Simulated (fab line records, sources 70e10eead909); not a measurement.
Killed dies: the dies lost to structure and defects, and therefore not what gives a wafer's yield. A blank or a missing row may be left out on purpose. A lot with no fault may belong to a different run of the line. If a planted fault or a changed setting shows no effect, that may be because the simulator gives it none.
fab line records	flow nand-harc
[record] lots = 23	wafers = 69	last-day = 34
route steps=1302 shown A_STAIRCASE@848 A_SGD_CUT@905 A_WL_FILL@953
lots with no fault: from the same line, run without faults
start-h: hours from the record's opening day to when the first of the lot's shown wafers began	wait-h: time in hours since the lot's previous step	" identical to the entry in the row above	L1.1+2: one row covering several wafers at once	- either no value or no given start	* or withheld: withheld	< > ~ a bound
route shown NAME@n: names a module that has steps shown in the file, with the first one's number in the route	usual: mean/standard deviation taken from wafers without a fault	same: alike in all rows	chamber/n: place in a boat	sites: per-site readings	_std_site: their standard deviation	_edge_site: mean of outer sites minus mean of inner sites	radius-mm: how far each site lies from the wafer's centre	mask NAME#n: copy n	behind: the most recent tool/chamber to have shaped the wafer	hold: why the lot was held/for how many hours/how that ended	device: the n, p or np transistor that did not switch	end of line: the tests these same wafers got at the end of their route	a step with no rows: only its recipe	killed: the dies lost at the first sort to structure and to defects; this is not the yield of the wafer	map: shows each die of a wafer: x if killed, . if not, _ if none is there
set.NAME: the setting as run; set.NAME@STEP: as run at that earlier step	model.NAME: the simulator's own value behind a step, which no gauge read
one table for each step of the route and one row for each wafer, over a sample of lots
services: from which hour (start-h, from the record's first day; less than 0 if before it) a tool's chamber was out of use, for how many hours, and why
[[steps]]
[step NHARC_A_STAIRCASE_ALD_420]
[recipe] target-thk-a = 200	pulse-time-s = 6	ald-cycles = 200	temp-c = 300	material = SiO2
[usual] heater-power-outer-w = 270/24	heater-power-w = 484/37	precursor-pulse-height-rel = 1.000/0.018
lot.wafer	tool	chamber	start-h	wait-h	heater-power-outer-w	heater-power-w	precursor-pulse-height-rel
L075.3	ald-hk-04	0	395.39	-	255	450	0.994
L075.5	"	3	"	"	274	468	1.022
L075.6	"	0	"	"	260	446	0.983
L074.4	ald-hk-01	1	399.10	-	305	522	0.999
L074.1	"	2	"	"	302	574	0.981
L074.6	"	0	"	"	251	479	1.026
L076.3	ald-hk-01	3	416.16	-	232	437	0.993
L076.6	"	0	"	"	247	467	0.992
L076.5	"	1	"	"	313	517	0.991
L077.3	ald-hk-01	0	434.01	0.1	249	479	0.999
L077.2	"	3	"	"	233	458	1.027
L077.5	"	1	"	"	310	527	1.012
L078.4	ald-hk-03	3	434.28	-	211	370	1.001
L078.6	"	1	"	"	280	496	1.007
L078.5	"	2	"	"	267	479	0.976
L079.4	ald-hk-03	2	454.11	-	270	457	1.008
L079.2	"	3	"	"	205	369	0.984
L079.1	"	0	"	"	288	497	0.990
L080.1	ald-hk-01	0	454.12	-	250	482	1.005
L080.3	"	1	"	"	312	507	1.000
L080.5	"	3	"	"	226	449	1.018
L082.3	ald-hk-01	1	473.39	-	302	519	0.980
L082.1	"	0	"	"	246	468	1.013
L082.5	"	2	"	"	295	553	0.984
L086.2	ald-hk-04	2	491.82	-	268	471	0.985
L086.5	"	0	"	"	260	455	0.989
L086.6	"	1	"	"	287	484	1.019
L084.3	ald-hk-01	2	498.50	-	284	549	1.000
L084.4	"	0	"	"	242	473	1.019
L084.5	"	2	"	"	280	561	1.026
L083.2	ald-hk-04	3	501.07	-	301	494	1.021
L083.5	"	0	"	"	257	465	1.013
L083.6	"	1	"	"	282	500	1.037
L085.3	ald-hk-04	2	513.28	-	260	482	1.003
L085.4	"	3	"	"	290	500	0.973
L085.5	"	2	"	"	268	473	1.009
L087.2	ald-hk-03	3	525.56	-	216	386	1.006
L087.1	"	0	"	"	286	531	0.999
L087.4	"	1	"	"	275	499	0.992
L088.3	ald-hk-01	2	540.10	-	304	563	1.018
L088.4	"	3	"	"	257	494	0.990
L088.6	"	1	"	"	303	528	1.007
L089.2	ald-hk-04	1	541.81	-	287	491	1.023
L089.3	"	3	"	"	288	499	0.987
L089.6	"	1	"	"	275	496	1.001
L090.3	ald-hk-04	1	551.63	-	286	495	0.999
L090.1	"	2	"	"	275	480	1.015
L090.2	"	0	"	"	258	468	0.978
L091.1	ald-hk-04	3	569.61	-	301	488	0.976
L091.3	"	0	"	"	256	464	0.987
L091.2	"	1	"	"	286	499	0.987
L092.1	ald-hk-04	3	570.87	-	294	483	0.991
L092.2	"	0	"	"	257	468	0.983
L092.5	"	2	"	"	264	488	0.993
L093.1	ald-hk-01	1	580.61	-	298	527	1.018
L093.2	"	2	"	"	291	560	1.022
L093.5	"	3	"	"	251	475	0.978
L095.2	ald-hk-04	1	596.26	-	283	481	0.990
L095.1	"	3	"	"	293	485	1.008
L095.3	"	0	"	"	260	475	0.979
L094.3	ald-hk-03	2	598.59	-	264	464	0.991
L094.1	"	0	"	"	271	498	1.018
L094.5	"	3	"	"	213	382	1.006
L096.4	ald-hk-04	0	610.13	-	258	473	1.011
L096.3	"	1	"	"	274	490	1.033
L096.1	"	2	"	"	268	476	0.982
L097.2	ald-hk-03	2	621.08	-	263	463	1.007
L097.5	"	2	"	"	270	485	1.004
L097.6	"	3	"	"	211	384	1.002
[step NHARC_A_STAIRCASE_STRIP_446]
[recipe] power-w = 1500	temp-c = 250	chemistry = O2
[usual] drypump-motor-current-A = 6.03/0.13	heater-power-w = 330/34
lot.wafer	tool	chamber	start-h	wait-h	drypump-motor-current-A	heater-power-w	rf-hours-counter-h
L075.3	plasma-asher-01	0	436.43	0.1	6.08	329	-
L075.6	"	0	"	"	6.08	328	-
L075.5	"	1	"	"	6.13	346	-
L074.1	plasma-asher-01	0	443.55	0.0	6.09	334	17
L074.4	"	1	"	"	6.11	350	-
L074.6	"	1	"	"	6.11	359	-
L076.3	plasma-asher-01	1	455.94	1.1	6.12	356	-
L076.5	"	1	"	"	6.13	352	-
L076.6	"	0	"	"	6.07	333	-
L077.2	plasma-asher-02	1	472.22	0.1	6.12	357	4
L077.3	"	1	"	"	6.09	355	-
L077.5	"	1	"	"	6.07	370	-
L078.4	plasma-asher-01	1	472.58	0.2	6.11	356	-
L078.5	"	0	"	"	6.06	343	-
L078.6	"	1	"	"	6.12	348	-
L079.1	plasma-asher-01	1	491.44	0.0	6.11	356	28
L079.2	"	0	"	"	6.05	344	28
L079.4	"	1	"	"	6.13	344	-
L080.1	plasma-asher-02	0	491.50	0.1	5.82	280	10
L080.3	"	1	"	"	6.12	364	-
L080.5	"	1	"	"	6.15	355	-
L082.1	plasma-asher-02	0	519.36	0.2	5.80	269	14
L082.3	"	0	"	"	5.79	274	-
L082.5	"	1	"	"	6.07	357	-
L083.2	plasma-asher-01	0	534.14	0.0	6.06	357	1
L083.5	"	0	"	"	6.09	354	-
L083.6	"	1	"	"	6.12	330	-
L086.2	plasma-asher-01	0	534.42	0.1	6.09	356	1
L086.5	"	0	"	"	6.10	357	-
L086.6	"	1	"	"	6.12	335	-
L084.4	plasma-asher-02	1	534.66	0.2	6.09	362	-
L084.3	"	0	"	"	5.80	275	-
L084.5	"	0	"	"	5.81	278	-
L085.3	plasma-asher-02	0	551.72	0.1	5.81	274	-
L085.4	"	1	"	"	6.15	362	-
L085.5	"	1	"	"	6.10	352	-
L087.1	plasma-asher-01	0	562.71	0.0	6.05	361	6
L087.2	"	1	"	"	6.10	349	6
L087.4	"	1	"	"	6.12	338	-
L089.2	plasma-asher-01	0	579.35	0.1	6.06	358	9
L089.3	"	1	"	"	6.12	335	-
L089.6	"	1	"	"	6.10	353	-
L088.3	plasma-asher-02	0	579.64	0.3	5.81	272	-
L088.4	"	1	"	"	6.13	351	-
L088.6	"	0	"	"	5.80	265	-
L090.2	plasma-asher-02	0	588.52	0.0	5.82	271	30
L090.1	"	1	"	"	6.12	355	30
L090.3	"	0	"	"	5.81	273	-
L092.2	plasma-asher-02	1	607.10	0.0	6.10	365	34
L092.1	"	0	"	"	5.81	269	34
L092.5	"	1	"	"	6.10	371	-
L091.1	plasma-asher-02	0	607.88	0.0	5.83	276	34
L091.2	"	1	"	"	6.14	348	34
L091.3	"	1	"	"	6.12	357	-
L093.1	plasma-asher-01	1	619.57	0.1	6.09	342	17
L093.2	"	0	"	"	6.07	350	17
L093.5	"	1	"	"	6.12	340	-
L094.1	plasma-asher-02	0	634.36	0.1	5.82	280	0
L094.3	"	1	"	"	6.12	338	-
L094.5	"	0	"	"	5.82	289	-
L095.1	plasma-asher-01	1	634.50	0.0	6.12	344	22
L095.2	"	0	"	"	6.05	360	22
L095.3	"	0	"	"	6.09	355	-
L096.1	plasma-asher-02	0	650.25	0.0	5.79	282	2
L096.3	"	0	"	"	5.81	275	-
L096.4	"	1	"	"	6.11	332	-
L097.2	plasma-asher-02	0	663.49	0.1	5.80	287	6
L097.6	"	1	"	"	6.11	331	-
L097.5	"	0	"	"	5.79	283	-
[step NHARC_A_SGD_CUT_ETCH_58]
[recipe] target-depth-a = 390	over-etch-frac = 0.3	time-s = 65	ion-energy-ev = 80	cf4-flow-sccm = 150	ar-flow-sccm = 0	rf-w = 300	bias-w = 100	chemistry = CF4
[usual] chamber-pressure-mTorr = 50.00/0.042	drypump-motor-current-A = 6.0/0.44	oes-product-au = 1.001/0.012	rf-vpp-V = 151.1/1.1	showerhead-plenum-p-Torr = 1.75/0.055	throttle-valve-pct = 13.284/0.0083
lot.wafer	tool	chamber	start-h	wait-h	chamber-pressure-mTorr	drypump-motor-current-A	oes-product-au	rf-hours-counter-h	rf-vpp-V	showerhead-plenum-p-Torr	throttle-valve-pct
L075.3	rie-diel-02	2	439.93	0.1	50.02	5.7	0.998	2	149.5	1.75	13.277
L075.6	"	2	"	"	50.11	5.7	1.002	-	151.6	1.75	13.271
L075.5	"	3	"	"	50.04	5.4	1.014	-	152.1	1.77	13.284
L074.1	rie-diel-02	1	447.20	0.1	50.04	5.9	1.000	2	148.6	1.66	13.287
L074.4	"	2	"	"	49.96	5.7	0.999	2	151.6	1.75	13.275
L074.6	"	1	"	"	50.00	5.9	0.999	-	148.7	1.66	13.279
L076.3	rie-diel-12	0	459.43	0.1	50.00	6.8	0.990	0	150.2	1.72	13.267
L076.5	"	1	"	"	50.00	6.4	0.991	-	152.1	1.86	13.297
L076.6	"	2	"	"	50.05	5.7	0.999	-	151.5	1.77	13.293
L077.2	rie-diel-12	1	475.91	0.1	50.08	6.4	0.998	2	154.4	1.86	13.288
L077.3	"	3	"	"	49.97	6.0	1.004	2	151.1	1.74	13.270
L077.5	"	1	"	"	50.03	6.4	1.000	-	151.1	1.86	13.279
L078.4	rie-diel-13	3	476.09	0.1	50.01	5.4	0.979	5	153.3	1.84	13.295
L078.6	"	3	"	"	49.99	5.4	0.975	-	151.8	1.84	13.276
L078.5	"	0	"	"	50.03	6.2	1.004	-	151.4	1.80	13.282
L079.1	rie-diel-12	3	494.98	0.1	49.98	5.9	0.994	4	150.4	1.74	13.294
L079.2	"	0	"	"	49.98	6.8	0.981	4	150.2	1.72	13.281
L079.4	"	1	"	"	49.99	6.4	0.998	4	153.1	1.86	13.277
L080.3	rie-diel-13	3	495.27	0.1	50.04	5.4	0.975	6	151.8	1.84	13.293
L080.1	"	1	"	"	50.01	5.8	0.997	7	150.9	1.74	13.283
L080.5	"	3	"	"	49.95	5.4	0.969	-	152.2	1.84	13.295
L082.1	rie-diel-12	0	523.37	0.1	50.03	6.8	0.994	6	151.1	1.72	13.289
L082.3	"	0	"	"	49.99	6.8	0.991	-	151.0	1.72	13.291
L082.5	"	2	"	"	49.99	5.7	1.014	-	151.5	1.77	13.288
L086.2	rie-diel-13	1	538.40	0.1	49.97	5.8	0.995	1	151.1	1.74	13.292
L086.6	"	0	"	"	49.95	6.2	0.985	-	152.6	1.80	13.274
L086.5	"	1	"	"	50.04	5.8	1.001	-	150.9	1.74	13.285
L083.2	rie-diel-02	1	538.41	0.1	50.07	5.9	1.018	6	149.7	1.66	13.284
L083.6	"	2	"	"	49.99	5.7	1.012	-	150.4	1.74	13.277
L083.5	"	3	"	"	50.00	5.4	1.013	-	151.0	1.77	13.294
L084.4	rie-diel-12	3	538.60	0.1	50.00	6.0	1.004	6	150.5	1.74	13.274
L084.3	"	0	"	"	49.99	6.8	1.003	8	151.1	1.71	13.285
L084.5	"	0	"	"	49.98	6.8	0.995	-	150.0	1.71	13.278
L085.3	rie-diel-12	1	555.15	0.1	50.01	6.4	1.006	10	152.4	1.86	13.284
L085.4	"	0	"	"	49.99	6.8	0.996	10	150.8	1.71	13.281
L085.5	"	2	"	"	50.05	5.7	1.015	-	151.0	1.76	13.293
L087.2	rie-diel-13	3	566.30	0.1	49.96	5.4	0.982	2	154.0	1.84	13.278
L087.1	"	0	"	"	49.98	6.2	0.978	1	152.2	1.80	13.273
L087.4	"	1	"	"	50.05	5.7	1.001	2	151.4	1.74	13.284
L089.3	rie-diel-02	3	582.97	0.1	50.08	5.4	0.998	0	151.5	1.77	13.271
L089.2	"	0	"	"	49.97	6.5	0.988	0	150.8	1.70	13.269
L089.6	"	3	"	"	50.05	5.4	1.008	-	151.6	1.77	13.292
L088.3	rie-diel-12	2	583.22	0.1	49.98	5.7	1.015	13	149.8	1.76	13.305
L088.4	"	3	"	"	50.00	5.9	1.006	10	151.9	1.74	13.284
L088.6	"	1	"	"	49.95	6.4	1.009	-	151.8	1.86	13.274
L090.3	rie-diel-02	2	592.16	0.1	49.95	5.7	1.004	1	151.4	1.74	13.279
L090.1	"	0	"	"	49.96	6.5	0.991	2	149.4	1.70	13.273
L090.2	"	1	"	"	50.04	5.9	1.021	1	150.0	1.66	13.292
L092.1	rie-diel-02	2	610.75	0.1	50.03	5.7	1.026	3	150.5	1.74	13.283
L092.2	"	1	"	"	49.96	6.0	1.027	3	150.7	1.66	13.292
L092.5	"	2	"	"	49.99	5.7	1.002	-	152.2	1.74	13.290
L091.1	rie-diel-12	3	611.55	0.1	49.95	6.0	1.011	11	151.6	1.74	13.286
L091.2	"	0	"	"	49.92	6.8	0.990	14	149.4	1.71	13.275
L091.3	"	2	"	"	50.00	5.7	0.999	14	151.7	1.76	13.283
L093.1	rie-diel-02	3	623.11	0.1	49.93	5.4	1.015	4	151.1	1.77	13.296
L093.2	"	0	"	"	49.90	6.6	0.999	4	150.9	1.70	13.275
L093.5	"	3	"	"	49.98	5.4	1.023	-	150.9	1.76	13.284
L095.3	rie-diel-02	2	638.61	0.1	49.95	5.7	1.017	5	151.0	1.74	13.281
L095.1	"	0	"	"	50.02	6.5	0.987	5	150.9	1.70	13.285
L095.2	"	1	"	"	49.97	5.9	1.003	5	149.0	1.66	13.276
L094.1	rie-diel-12	2	638.83	0.1	50.01	5.7	1.003	1	150.4	1.76	13.272
L094.3	"	3	"	"	50.04	5.9	0.994	1	150.1	1.74	13.276
L094.5	"	2	"	"	49.98	5.7	1.003	-	150.7	1.76	13.297
L096.3	rie-diel-02	2	653.95	0.1	50.03	5.7	1.017	6	151.6	1.74	13.279
L096.4	"	3	"	"	49.97	5.4	1.012	6	150.6	1.76	13.285
L096.1	"	0	"	"	49.98	6.5	0.982	6	149.3	1.70	13.290
L097.2	rie-diel-13	0	667.06	0.1	50.05	6.2	0.992	7	149.9	1.80	13.279
L097.5	"	1	"	"	49.96	5.7	0.996	-	150.0	1.73	13.275
L097.6	"	2	"	"	49.91	6.0	0.980	-	151.8	1.68	13.289
[step NHARC_A_SGD_CUT_ETCH_59]
[recipe] target-depth-a = 2600	over-etch-frac = 0.25	time-s = 406.25	ion-energy-ev = 200	n2-flow-sccm = 150	h2-flow-sccm = 150	ar-flow-sccm = 0	rf-w = 400	bias-w = 150	chemistry = N2/H2
[usual] chamber-pressure-mTorr = 30.001/0.023	drypump-motor-current-A = 6.1/0.45	oes-product-au = 0.999/0.013	rf-vpp-V = 429.9/2.1	showerhead-plenum-p-Torr = 2.01/0.072	throttle-valve-pct = 14.171/0.0092
lot.wafer	tool	chamber	start-h	wait-h	chamber-pressure-mTorr	drypump-motor-current-A	oes-product-au	rf-hours-counter-h	rf-vpp-V	showerhead-plenum-p-Torr	throttle-valve-pct
L075.3	rie-diel-02	3	-	-	29.987	5.4	1.016	2	431.1	2.04	14.180
L075.6	"	0	"	"	30.006	6.5	0.994	-	429.6	1.96	14.180
L075.5	"	1	"	"	30.003	5.9	0.996	-	426.4	1.91	14.172
L074.4	rie-diel-02	2	-	-	30.026	5.7	0.999	2	430.7	2.01	14.171
L074.1	"	3	"	"	30.014	5.4	1.018	2	430.8	2.04	14.183
L074.6	"	2	"	"	30.005	5.7	1.008	-	430.2	2.01	14.173
L076.3	rie-diel-12	3	-	-	30.010	5.9	1.008	0	428.5	2.01	14.174
L076.5	"	0	"	"	30.039	6.8	0.991	-	428.9	1.97	14.177
L076.6	"	1	"	"	29.978	6.4	0.989	-	434.6	2.16	14.176
L077.3	rie-diel-12	1	-	-	29.972	6.4	0.992	2	433.3	2.16	14.169
L077.2	"	2	"	"	29.963	5.7	1.007	2	432.0	2.04	14.162
L077.5	"	3	"	"	29.960	6.0	0.989	-	429.8	2.01	14.159
L078.4	rie-diel-13	0	-	-	30.056	6.2	0.992	5	432.5	2.08	14.190
L078.5	"	3	"	"	30.022	5.4	0.971	-	434.4	2.14	14.171
L078.6	"	0	"	"	29.937	6.2	0.986	-	431.4	2.08	14.187
L079.2	rie-diel-12	1	-	-	29.980	6.4	1.001	4	434.1	2.15	14.153
L079.4	"	2	"	"	29.988	5.7	1.013	4	431.1	2.04	14.167
L079.1	"	3	"	"	30.024	6.0	0.993	4	430.3	2.01	14.174
L080.3	rie-diel-13	0	-	-	29.996	6.2	0.994	7	431.4	2.08	14.172
L080.1	"	3	"	"	29.984	5.4	0.977	6	433.3	2.14	14.166
L080.5	"	1	"	"	30.000	5.7	0.997	-	429.2	2.00	14.182
L082.1	rie-diel-12	0	523.50	0.1	30.047	6.8	0.989	6	428.0	1.97	14.167
L082.3	"	0	"	"	30.002	6.8	0.995	-	428.2	1.97	14.165
L082.5	"	2	"	"	29.966	5.7	1.004	-	430.4	2.04	14.185
L083.2	rie-diel-02	1	-	-	29.998	5.9	1.011	6	427.7	1.90	14.164
L083.6	"	3	"	"	30.044	5.4	1.015	-	429.6	2.04	14.155
L083.5	"	0	"	"	29.995	6.6	1.008	-	428.5	1.95	14.150
L086.2	rie-diel-13	1	-	-	30.012	5.7	1.000	1	428.7	2.00	14.167
L086.6	"	2	"	"	30.005	6.0	0.979	-	427.5	1.92	14.171
L086.5	"	3	"	"	29.986	5.4	0.972	-	434.9	2.14	14.177
L084.3	rie-diel-12	0	-	-	29.990	6.8	0.993	8	429.0	1.97	14.168
L084.4	"	2	"	"	30.043	5.7	1.007	8	431.5	2.03	14.163
L084.5	"	0	"	"	30.007	6.8	1.001	-	429.6	1.97	14.177
L085.4	rie-diel-12	3	-	-	29.979	6.0	1.000	8	430.8	2.01	14.180
L085.3	"	0	"	"	30.009	6.8	0.988	10	428.8	1.97	14.182
L085.5	"	1	"	"	29.996	6.4	1.009	-	432.9	2.15	14.180
L087.2	rie-diel-13	1	-	-	30.005	5.7	1.009	2	430.5	2.00	14.167
L087.4	"	2	"	"	30.008	6.0	0.992	2	428.4	1.92	14.160
L087.1	"	3	"	"	30.027	5.4	1.004	2	431.2	2.14	14.183
L089.3	rie-diel-02	3	-	-	29.991	5.4	1.000	1	431.7	2.04	14.175
L089.2	"	2	"	"	29.986	5.7	0.999	1	430.2	2.01	14.176
L089.6	"	0	"	"	30.037	6.5	0.981	-	427.8	1.95	14.165
L088.4	rie-diel-12	1	-	-	29.965	6.4	0.995	12	431.8	2.15	14.181
L088.3	"	3	"	"	29.977	6.0	1.006	10	427.9	2.01	14.169
L088.6	"	1	"	"	30.012	6.4	1.008	-	432.9	2.15	14.167
L090.2	rie-diel-02	1	-	-	30.019	6.0	1.017	1	426.4	1.90	14.172
L090.1	"	2	"	"	29.951	5.7	1.014	1	429.3	2.01	14.183
L090.3	"	3	"	"	29.949	5.4	1.007	2	431.1	2.04	14.155
L092.2	rie-diel-02	3	-	-	30.012	5.4	1.012	3	430.4	2.04	14.178
L092.1	"	1	"	"	29.977	5.9	1.014	3	426.0	1.90	14.156
L092.5	"	0	"	"	29.999	6.5	0.991	-	428.3	1.95	14.156
L091.3	rie-diel-12	1	-	-	29.986	6.4	0.998	13	434.7	2.15	14.175
L091.2	"	2	"	"	30.021	5.7	1.003	14	429.3	2.03	14.179
L091.1	"	3	"	"	29.993	6.0	1.018	11	429.1	2.01	14.148
L093.2	rie-diel-02	1	-	-	29.980	5.9	1.010	3	428.0	1.90	14.163
L093.1	"	3	"	"	29.985	5.4	1.015	4	429.7	2.04	14.180
L093.5	"	0	"	"	30.025	6.6	0.997	-	428.1	1.95	14.169
L095.2	rie-diel-02	0	-	-	30.028	6.6	0.995	5	428.4	1.95	14.158
L095.1	"	1	"	"	30.024	5.9	1.004	5	424.9	1.90	14.166
L095.3	"	2	"	"	30.013	5.7	1.027	5	428.1	2.01	14.167
L094.3	rie-diel-12	0	-	-	30.014	6.8	1.012	1	427.3	1.97	14.161
L094.1	"	1	"	"	30.031	6.4	0.988	1	434.4	2.15	14.163
L094.5	"	2	"	"	29.983	5.7	1.000	-	429.6	2.03	14.169
L096.3	rie-diel-02	1	-	-	30.008	6.0	1.019	5	427.5	1.90	14.160
L096.1	"	3	"	"	30.018	5.4	1.013	6	429.7	2.04	14.180
L096.4	"	0	"	"	29.977	6.5	0.990	6	429.5	1.95	14.163
L097.2	rie-diel-13	1	-	-	29.999	5.7	1.002	7	429.4	2.00	14.167
L097.5	"	2	"	"	30.041	6.0	0.999	-	427.5	1.92	14.166
L097.6	"	0	"	"	30.019	6.2	0.999	-	431.1	2.08	14.173
[step NHARC_A_WL_FILL_RTA_01]
[recipe] temp-c = 1000	time-s = 5
[usual] lamp-power-pct = 30.44/0.057	wafer_temp_C_max = 1005.3/1.8
lot.wafer	tool	chamber	start-h	wait-h	lamp-power-pct	wafer_temp_C_max
L075.3	rtp-anneal-01	0	466.82	-	30.42	1002.5
L075.5	"	0	"	"	30.43	1003.5
L075.6	"	0	"	"	30.47	1003.8
L074.1	rtp-anneal-01	0	471.29	-	30.36	1003.9
L074.4	"	0	"	"	30.32	1003.8
L074.6	"	0	"	"	30.32	1002.9
L076.3	rtp-anneal-02	0	487.18	-	30.51	1007.9
L076.5	"	0	"	"	30.51	1004.7
L076.6	"	0	"	"	30.47	1007.4
L077.2	rtp-anneal-02	0	501.46	-	30.49	1007.6
L077.3	"	0	"	"	30.51	1005.0
L077.5	"	0	"	"	30.52	1005.7
L078.4	rtp-anneal-02	0	506.79	-	30.44	1007.3
L078.5	"	0	"	"	30.50	1004.7
L078.6	"	0	"	"	30.53	1007.5
L080.1	rtp-anneal-01	0	525.36	-	30.37	1004.7
L080.3	"	0	"	"	30.40	1003.6
L080.5	"	0	"	"	30.43	1003.3
L079.1	rtp-anneal-02	0	528.71	-	30.46	1007.2
L079.2	"	0	"	"	30.46	1005.9
L079.4	"	0	"	"	30.42	1006.2
L082.1	rtp-anneal-01	0	553.78	-	30.34	1003.4
L082.3	"	0	"	"	30.44	1004.6
L082.5	"	0	"	"	30.41	1004.9
L086.2	rtp-anneal-01	0	568.93	-	30.42	1003.2
L086.5	"	0	"	"	30.31	1002.6
L086.6	"	0	"	"	30.45	1002.7
L083.2	rtp-anneal-02	0	568.94	-	30.53	1008.0
L083.5	"	0	"	"	30.45	1007.1
L083.6	"	0	"	"	30.50	1005.5
L084.3	rtp-anneal-02	0	575.99	-	30.44	1004.3
L084.4	"	0	"	"	30.45	1005.4
L084.5	"	0	"	"	30.50	1005.9
L085.3	rtp-anneal-02	0	585.09	-	30.47	1007.7
L085.4	"	0	"	"	30.47	1005.6
L085.5	"	0	"	"	30.54	1008.2
L087.1	rtp-anneal-01	0	598.69	-	30.43	1004.0
L087.2	"	0	"	"	30.33	1004.1
L087.4	"	0	"	"	30.41	1004.6
L089.2	rtp-anneal-01	0	611.24	-	30.36	1004.5
L089.3	"	0	"	"	30.37	1003.3
L089.6	"	0	"	"	30.31	1003.7
L088.3	rtp-anneal-02	0	615.13	-	30.51	1009.8
L088.4	"	0	"	"	30.46	1004.8
L088.6	"	0	"	"	30.46	1008.6
L090.1	rtp-anneal-02	0	621.22	-	30.46	1006.8
L090.2	"	0	"	"	30.48	1006.7
L090.3	"	0	"	"	30.53	1006.6
L091.1	rtp-anneal-02	0	637.00	-	30.50	1005.9
L091.2	"	0	"	"	30.57	1007.7
L091.3	"	0	"	"	30.46	1005.8
L092.1	rtp-anneal-01	0	637.31	-	30.42	1003.1
L092.2	"	0	"	"	30.31	1001.7
L092.5	"	0	"	"	30.44	1003.2
L093.1	rtp-anneal-02	0	650.19	-	30.46	1005.5
L093.2	"	0	"	"	30.49	1005.2
L093.5	"	0	"	"	30.51	1007.9
L095.1	rtp-anneal-01	0	665.89	-	30.38	1003.5
L095.2	"	0	"	"	30.41	1002.8
L095.3	"	0	"	"	30.41	1003.3
L094.1	rtp-anneal-02	0	667.73	-	30.50	1006.8
L094.3	"	0	"	"	30.47	1008.2
L094.5	"	0	"	"	30.49	1005.9
L096.1	rtp-anneal-01	0	679.20	-	30.40	1004.1
L096.3	"	0	"	"	30.41	1003.2
L096.4	"	0	"	"	30.40	1003.9
L097.2	rtp-anneal-02	0	702.89	0.7	30.48	1006.2
L097.5	"	0	"	"	30.41	1006.4
L097.6	"	0	"	"	30.49	1005.8
[step NHARC_A_WL_FILL_ALD_10]
[recipe] target-thk-a = 500	pulse-time-s = 10	ald-cycles = 500	temp-c = 300	material = SiO2
[usual] heater-power-outer-w = 271/27	heater-power-w = 474/47	precursor-pulse-height-rel = 0.999/0.019
lot.wafer	tool	chamber	start-h	wait-h	heater-power-outer-w	heater-power-w	precursor-pulse-height-rel
L075.3	ald-hk-04	1	474.78	1.6	276	498	1.019
L075.5	"	2	"	"	258	475	1.017
L075.6	"	3	"	"	285	490	1.010
L074.1	ald-hk-03	2	478.48	0.6	273	467	1.030
L074.4	"	3	"	"	211	391	0.987
L074.6	"	2	480.56	2.6	270	475	0.997
L076.3	ald-hk-03	1	495.82	0.0	281	483	0.994
L076.5	"	1	497.87	2.1	273	494	1.024
L076.6	"	2	"	"	270	466	0.960
L077.2	ald-hk-04	2	508.78	0.1	274	491	1.012
L077.3	"	1	510.31	1.6	281	497	1.006
L077.5	"	3	511.32	2.6	299	498	0.976
L078.4	ald-hk-03	2	513.62	0.6	268	466	0.999
L078.5	"	1	515.22	2.2	279	508	0.997
L078.6	"	2	"	"	261	478	1.012
L079.2	ald-hk-04	3	532.67	0.1	290	477	0.994
L079.4	"	0	"	"	258	457	0.975
L079.1	"	1	"	"	287	499	1.002
L080.3	ald-hk-03	1	533.18	0.6	270	518	1.019
L080.1	"	3	534.21	1.6	213	384	0.997
L080.5	"	1	535.23	2.6	273	492	0.983
L082.1	ald-hk-02	0	562.63	0.6	229	384	1.006
L082.3	"	1	"	"	328	558	0.982
L082.5	"	0	564.68	2.6	228	380	1.013
L083.2	ald-hk-02	2	576.43	0.6	281	474	1.048
L083.5	"	1	578.00	2.2	327	557	1.001
L083.6	"	2	"	"	265	460	0.982
L086.2	ald-hk-04	1	576.90	1.1	284	507	1.038
L086.5	"	3	577.95	2.2	299	487	0.996
L086.6	"	0	"	"	261	466	0.991
L084.4	ald-hk-02	2	584.63	1.9	277	454	1.025
L084.3	"	3	"	"	277	516	1.026
L084.5	"	1	586.18	3.5	327	550	0.990
L085.3	ald-hk-03	3	591.85	0.6	214	382	1.033
L085.4	"	1	592.87	1.6	273	483	1.004
L085.5	"	2	"	"	265	469	0.984
L087.1	ald-hk-03	3	606.05	0.1	207	387	0.989
L087.4	"	0	"	"	285	487	0.989
L087.2	"	1	"	"	271	485	1.024
L089.3	ald-hk-02	2	618.91	1.1	279	454	0.992
L089.2	"	3	"	"	280	508	0.998
L089.6	"	1	620.45	2.6	331	537	1.021
L088.4	ald-hk-03	2	624.14	0.6	265	466	0.998
L088.3	"	0	625.16	1.6	283	493	1.003
L088.6	"	1	"	"	270	480	0.990
L090.2	ald-hk-02	0	629.31	0.1	229	378	0.988
L090.1	"	1	"	"	328	539	0.988
L090.3	"	3	630.86	1.6	274	523	1.005
L091.3	ald-hk-04	2	646.79	0.1	271	492	1.008
L091.2	"	3	647.80	1.1	281	470	0.978
L091.1	"	0	648.80	2.1	245	448	1.015
L092.2	ald-hk-02	3	647.31	0.6	279	512	0.998
L092.1	"	1	648.36	1.6	330	554	0.986
L092.5	"	3	649.40	2.7	279	511	0.962
L093.1	ald-hk-02	1	658.20	1.1	327	552	0.981
L093.2	"	2	"	"	276	455	0.990
L093.5	"	3	"	"	284	524	1.011
L094.3	ald-hk-04	0	672.97	0.8	246	454	0.974
L094.1	"	1	"	"	282	491	1.006
L094.5	"	0	675.07	2.9	245	450	0.957
L095.3	ald-hk-02	3	673.24	1.1	274	510	0.997
L095.1	"	0	674.26	2.1	229	396	0.998
L095.2	"	1	675.29	3.1	334	548	0.997
L096.4	ald-hk-04	0	690.94	2.6	253	449	0.976
L096.1	"	2	691.96	3.7	275	488	1.029
L096.3	"	3	"	"	284	477	1.017
L097.2	ald-hk-04	0	715.24	5.7	251	448	0.999
L097.5	"	2	717.31	7.8	285	500	0.990
L097.6	"	3	718.34	8.8	286	477	1.017
[[services]]
tool	chamber	start-h	hours	kind
rie-diel-02	3	379.94	3.2	repair
rie-diel-02	-	384.79	0.2	repair
ald-hk-03	-	390.00	10.0	pm
rie-diel-02	-	393.70	9.0	pm
rie-diel-12	2	408.25	3.0	repair
ald-hk-04	-	436.14	10.0	pm
rie-diel-12	-	445.75	9.0	pm
plasma-asher-02	-	447.84	9.0	pm
rie-diel-02	-	453.64	6.2	repair
ald-hk-04	-	469.89	0.2	repair
rie-diel-12	3	512.50	22.2	repair
plasma-asher-02	-	513.49	2.5	repair
rie-diel-12	1	523.18	2.4	repair
ald-hk-03	-	568.00	10.0	pm
rie-diel-02	-	570.70	9.0	pm
ald-hk-04	-	614.14	10.0	pm
rie-diel-02	3	615.59	4.1	repair
plasma-asher-02	-	619.13	0.3	repair
rie-diel-12	-	622.84	9.0	pm
plasma-asher-02	-	624.94	9.0	pm
rie-diel-02	3	658.87	9.4	repair
rie-diel-12	0	662.94	9.8	repair
rie-diel-02	2	677.35	3.0	repair
rie-diel-02	3	696.97	4.2	repair
[[key]]
fault none
